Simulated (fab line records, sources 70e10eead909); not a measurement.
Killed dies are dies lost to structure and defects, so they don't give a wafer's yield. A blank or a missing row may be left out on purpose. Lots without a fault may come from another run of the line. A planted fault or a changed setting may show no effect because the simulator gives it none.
fab line records | flow nand_harc
record lots=6 wafers=18 last_day=33
route steps=1302 shown A_CHANNEL_HOLE_D1@486 A_CHANNEL_FILL_D1@490
lots that met no fault: from a run of the same line without faults
start_h: hours from the record's first day to the start of the lot's first wafer shown | wait_h: hours since the lot's step before | " the same as in the row above | L1.1+2: a row that stands for several wafers | - no value, or no start given | * or withheld: withheld | < > ~ a bound
route shown NAME@n: a module of which the file shows steps, and the number in the route of the first | usual: mean/standard deviation of fault-free wafers | same: alike in all rows | chamber/n: place in a boat | sites: the reading at each site | _std_site: their standard deviation | _edge_site: outer sites' mean less inner sites' | radius_mm: how far each site lies from the wafer's centre | mask NAME#n: copy n | behind: the tool/chamber that last shaped the wafer | hold: why the lot was held/for how many hours/how that ended | device: the transistor (n, p or np) that didn't switch | end of line: the same wafers' tests at the end of the route | a step without rows: its recipe alone | killed: dies lost to structure and defects at the first sort, not the wafer's yield | map: a wafer's dies, x killed, . not, _ none there
set.NAME: the setting as run; set.NAME@STEP: as run at that earlier step | model.NAME: the simulator's own value behind a step, which no gauge read
lots at some steps of the route; a table a step, a row a wafer
services: from which hour (start_h, from the record's first day; less than 0 if before it) a tool's chamber was out of use, for how many hours, and why
## steps
# step NHARC_A_CHANNEL_HOLE_D1_SRD_29
# step NHARC_A_CHANNEL_HOLE_D1_CD_MEAS_30
# usual cd_nm=90.2/0.96
# columns lot.wafer tool chamber start_h wait_h cd_nm
L965.1 cd_sem-02 - 280.34 - 90.3
L965.2 " - " " 89.1
L965.4 " - " " 90.6
L972.1 cd_sem-03 - 354.57 - 90.0
L972.2 " - " " 89.0
L972.6 " - " " 90.0
L973.1 cd_sem-01 - 362.90 - 90.2
L973.2 " - " " 91.0
L973.4 " - " " 90.0
L976.1 cd_sem-02 - 391.54 - 90.3
L976.4 " - " " 90.8
L976.5 " - " " 91.7
L977.1 cd_sem-03 - 399.89 - 90.7
L977.5 " - " " 89.6
L977.6 " - " " 90.3
L979.2 cd_sem-02 - 424.17 - 90.5
L979.3 " - " " 89.6
L979.4 " - " " 88.2
# step NHARC_A_CHANNEL_HOLE_D1_XSEM_31
# recipe landing_energy_ev=35000
# usual bot_cd_nm=74.8/1.1 bow_nm=8.6/0.34 tilt_deg=0.09/0.047
# columns lot.wafer tool chamber start_h wait_h bot_cd_nm bow_nm tilt_deg
L965.1 xsem-02 0 280.43 0.1 72.6 8.8 0.09
L965.2 " 0 " " 73.6 8.8 0.09
L965.4 " 0 " " 74.2 8.8 0.09
L972.1 xsem-02 0 354.66 0.1 74.1 9.2 0.17
L972.2 " 0 " " 73.5 9.2 0.17
L972.6 " 0 " " 73.5 9.2 0.17
L973.1 xsem-02 0 362.99 0.1 74.9 8.2 0.05
L973.2 " 0 " " 75.3 8.1 0.04
L973.4 " 0 " " 75.1 8.1 0.04
L976.1 xsem-01 0 391.63 0.1 74.7 7.9 0.12
L976.4 " 0 " " 75.6 7.9 0.12
L976.5 " 0 " " 76.4 7.9 0.12
L977.1 xsem-01 0 399.98 0.1 75.5 8.7 0.04
L977.5 " 0 " " 74.8 8.7 0.04
L977.6 " 0 " " 75.3 8.7 0.04
L979.2 xsem-01 0 424.26 0.1 75.5 8.7 0.16
L979.3 " 0 " " 74.2 8.7 0.16
L979.4 " 0 " " 72.5 8.6 0.16
# step NHARC_A_CHANNEL_HOLE_D1_INSPECT_40
# usual raw_defect_count=78/27
# columns lot.wafer tool chamber start_h wait_h raw_defect_count
L965.1 defect_inspect-01 - 280.53 - 103
L965.2 " - " " 84
L965.4 " - " " 104
L972.1 defect_inspect-01 - 354.76 - 101
L972.2 " - " " 84
L972.6 " - " " 95
L973.1 defect_inspect-01 - 363.09 - 103
L973.2 " - " " 79
L973.4 " - " " 84
L976.1 defect_inspect-01 - 391.73 - 61
L976.4 " - " " 43
L976.5 " - " " 44
L977.1 defect_inspect-01 - 400.08 - 81
L977.5 " - " " 77
L977.6 " - " " 104
L979.2 defect_inspect-01 - 424.37 - 75
L979.3 " - " " 75
L979.4 " - " " 79
# step NHARC_A_CHANNEL_FILL_D1_PRECLEAN_00
# recipe time_s=* temp_c=50 bath_age_min=0 chemistry=SC1
# step NHARC_A_CHANNEL_FILL_D1_SRD_01
# step NHARC_A_CHANNEL_FILL_D1_ALD_02
# recipe target_thk_a=60 pulse_time_s=10 ald_cycles=60 temp_c=300 material=SiO2
# usual heater_power_w=466/25 precursor_pulse_height_rel=1.001/0.021
# columns lot.wafer tool chamber start_h wait_h heater_power_w precursor_pulse_height_rel
L965.4 ald_hk-04 3 280.80 - 446 0.996
L965.2 " 0 " " 454 1.016
L965.1 " 1 " " 428 0.997
L972.1 ald_hk-04 1 354.96 - 447 0.983
L972.2 " 0 " " 457 0.997
L972.6 " 1 " " 445 1.009
L973.2 ald_hk-01 1 363.29 - 458 1.008
L973.4 " 3 " " 469 0.985
L973.1 " 0 " " 478 1.043
L976.1 ald_hk-04 0 391.92 - 455 0.992
L976.4 " 3 " " 465 0.977
L976.5 " 1 " " 435 0.998
L977.1 ald_hk-01 1 400.49 - 458 0.992
L977.6 " 2 " " 514 1.005
L977.5 " 3 " " 470 1.011
L979.3 ald_hk-04 2 424.66 - 486 0.996
L979.2 " 3 " " 460 1.011
L979.4 " 0 " " 440 1.001
# step NHARC_A_CHANNEL_FILL_D1_ALD_03
# recipe target_thk_a=60 pulse_time_s=60 ald_cycles=58 temp_c=630 pressure_torr=2 material=SiNx
# step NHARC_A_CHANNEL_FILL_D1_ALD_14
# recipe target_thk_a=25 pulse_time_s=10 ald_cycles=25 temp_c=300 material=SiO2
# usual heater_power_w=469/23 precursor_pulse_height_rel=1.002/0.02
# columns lot.wafer tool chamber start_h wait_h heater_power_w precursor_pulse_height_rel
L965.4 ald_hk-04 0 287.70 0.0 447 1.025
L965.2 " 1 " " 442 0.995
L965.1 " 3 " " 457 1.018
L972.1 ald_hk-02 2 362.04 0.1 441 1.016
L972.2 " 3 " " 468 0.994
L972.6 " 2 " " 450 0.984
L973.4 ald_hk-02 3 370.33 0.1 462 0.985
L973.2 " 0 " " 466 1.007
L973.1 " 1 " " 472 0.979
L976.4 ald_hk-01 2 399.05 0.1 534 1.000
L976.1 " 3 " " 480 0.992
L976.5 " 1 " " 463 0.998
L977.1 ald_hk-04 1 407.28 0.0 447 1.009
L977.6 " 1 " " 441 0.986
L977.5 " 2 " " 468 1.010
L979.3 ald_hk-04 3 431.72 0.1 470 1.009
L979.4 " 0 " " 462 0.983
L979.2 " 1 " " 433 1.009
# step NHARC_A_CHANNEL_FILL_D1_ALD_15
# recipe target_thk_a=20 pulse_time_s=60 ald_cycles=19 temp_c=630 pressure_torr=2 material=SiNx
# usual precursor_pulse_height_rel=1.000/0.021
# columns lot.wafer tool chamber start_h wait_h precursor_pulse_height_rel
L965.1 ald_sin_batch-01 0 - - 0.997
L965.2 " 0 " " 0.981
L965.4 " 0 " " 0.984
L972.1 ald_sin_batch-01 0 - - 1.019
L972.2 " 0 " " 1.007
L972.6 " 0 " " 1.039
L973.1 ald_sin_batch-01 0 - - 0.997
L973.2 " 0 " " 1.017
L973.4 " 0 " " 1.039
L976.1 ald_sin_batch-02 0 - - 0.981
L976.4 " 0 " " 1.047
L976.5 " 0 " " 1.009
L977.1 ald_sin_batch-02 0 - - 1.006
L977.5 " 0 " " 1.000
L977.6 " 0 " " 1.001
L979.2 ald_sin_batch-03 0 - - 0.988
L979.3 " 0 " " 0.994
L979.4 " 0 " " 0.982
# step NHARC_A_CHANNEL_FILL_D1_ALD_16
# recipe target_thk_a=15 pulse_time_s=10 ald_cycles=15 temp_c=300 material=SiO2
# step NHARC_A_CHANNEL_FILL_D1_ANNEAL_17
# recipe temp_c=850 time_s=1800
# step NHARC_A_CHANNEL_FILL_D1_CVD_18
# recipe target_thk_a=30 temp_c=550 material=poly-Si
# usual spike_tc_bottom_C=571.6/1 spike_tc_centre_C=549.9/1.1 tube_center_temp_C=550.01/0.044
# columns lot.wafer tool chamber start_h wait_h spike_tc_bottom_C spike_tc_centre_C tube_center_temp_C
L965.1 lpcvd_poly-04 0 303.88 - 569.7 549.4 550.06
L965.2 " 0 " " 571.5 549.0 550.02
L965.4 " 0 " " 570.7 550.0 549.97
L972.1 lpcvd_poly-02 - 376.77 - - - -
L972.2 " - " " - - -
L972.6 " - " " - - -
L973.1 lpcvd_poly-03 - 385.40 - - - -
L973.2 " - " " - - -
L973.4 " - " " - - -
L976.1 lpcvd_poly-02 0 413.83 - 571.5 549.6 549.91
L976.4 " 0 " " 572.9 548.8 550
L976.5 " 0 " " 572.5 548.9 549.99
L977.1 lpcvd_poly-02 0 422.13 - 573.2 549.9 550
L977.5 " 0 " " 573.6 549.4 550
L977.6 " 0 " " 570.2 550.4 549.96
L979.2 lpcvd_poly-02 0 448.87 - 572.1 551.4 550.05
L979.3 " 0 " " 569.9 550.0 550.02
L979.4 " 0 " " 572.9 550.8 549.98
# step NHARC_A_CHANNEL_FILL_D1_ETCHBACK_19
# recipe target_depth_a=50 time_s=1.7 hbr_flow_sccm=150 cl2_flow_sccm=50 rf_w=400 icp_w=400 bias_w=100 chemistry=HBr/Cl2
# usual drypump_motor_current_A=5.9/0.53 oes_product_au=1.000/0.0067 throttle_valve_pct=26.406/0.0087
# columns lot.wafer tool chamber start_h wait_h drypump_motor_current_A oes_product_au rf_hours_counter_h throttle_valve_pct
L965.2 rie_si-06 3 306.00 0.4 5.0 1.001 0.2 26.409
L965.4 " 0 " " 6.3 1.010 0.2 26.409
L965.1 " 1 " " 5.5 0.994 0.3 26.418
L972.2 rie_si-04 0 378.84 0.4 5.8 1.006 0.2 26.409
L972.1 " 2 " " 5.4 1.003 0.2 26.412
L972.6 " 3 " " 6.5 1.005 - 26.413
L973.1 rie_si-04 3 387.51 0.4 6.5 1.008 0.2 26.414
L973.4 " 0 " " 5.8 1.009 0.3 26.399
L973.2 " 1 " " 5.6 0.999 0.3 26.403
L976.1 rie_si-06 3 415.90 0.4 4.9 1.000 1.0 26.390
L976.4 " 2 " " 6.6 0.995 1.1 26.408
L976.5 " 0 " " 6.3 0.994 - 26.412
L977.1 rie_si-01 3 424.21 0.4 6.6 0.998 0.2 26.413
L977.6 " 1 " " 6.2 0.992 - 26.402
L977.5 " 2 " " 6.1 0.997 - 26.414
L979.3 rie_si-06 0 450.93 0.4 6.3 1.004 0.2 26.403
L979.2 " 1 " " 5.4 0.997 0.1 26.409
L979.4 " 3 " " 4.9 1.003 0.2 26.410
## services
# columns tool chamber start_h hours kind
ald_hk-04 0 264.49 - clean
ald_hk-04 1 264.49 - clean
ald_hk-04 2 264.49 - clean
ald_sin_batch-02 - 268.90 26.0 pm
rie_si-01 3 269.24 5.0 repair
rie_si-06 - 276.18 0.8 repair
ald_hk-01 - 296.30 10.0 pm
rie_si-01 2 300.31 7.0 repair
xsem-01 - 314.13 1.4 repair
rie_si-04 2 316.42 13.3 repair
rie_si-04 - 342.00 9.0 pm
rie_si-01 2 348.51 2.8 repair
ald_hk-02 - 349.30 10.0 pm
xsem-02 - 356.66 1.2 repair
lpcvd_poly-03 - 366.63 3.5 repair
rie_si-01 - 370.00 9.0 pm
xsem-01 - 374.00 14.0 pm
rie_si-04 1 381.19 3.5 repair
lpcvd_poly-03 - 387.12 26.0 pm
ald_hk-04 - 405.85 0.3 repair
rie_si-04 - 410.69 0.1 repair
rie_si-06 - 426.00 9.0 pm
ald_hk-04 - 432.49 10.0 pm
rie_si-04 - 448.78 0.5 repair
## key
first_sign step=NHARC_A_CHANNEL_FILL_D1_CVD_18 reading=tool_record direction=missing
effect none on later readings
met_at NHARC_A_CHANNEL_FILL_D1_CVD_18
struck_wafers L972.1,L972.2,L972.6,L973.1,L973.2,L973.4
later_rows_left_out L972.1,L972.2,L972.6,L973.1,L973.2,L973.4
sort_left_out L972.1,L972.2,L972.6,L973.1,L973.2,L973.4
tester_left_out L972,L973
fault kind=skipped_step_whole tool=lpcvd_poly-02,lpcvd_poly-03 chamber=- onset_h=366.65 steps=NHARC_A_CHANNEL_FILL_D1_CVD_18 scope=struck_lots_only
# tester_left_out: of these lots the tester's yield and bins aren't shown, on N5 and GAA mostly nor the transistor test; their killed dies are dies lost to structure and defects alone, not to doping, threshold or leakage, so they don't give the yield
# sort_left_out: the simulated sort isn't trusted on such a fault, so these wafers' sort isn't shown, and their yield isn't known
# later_rows_left_out: the simulator's readings of these wafers behind a module that went badly wrong aren't trusted and aren't shown, but for the sort
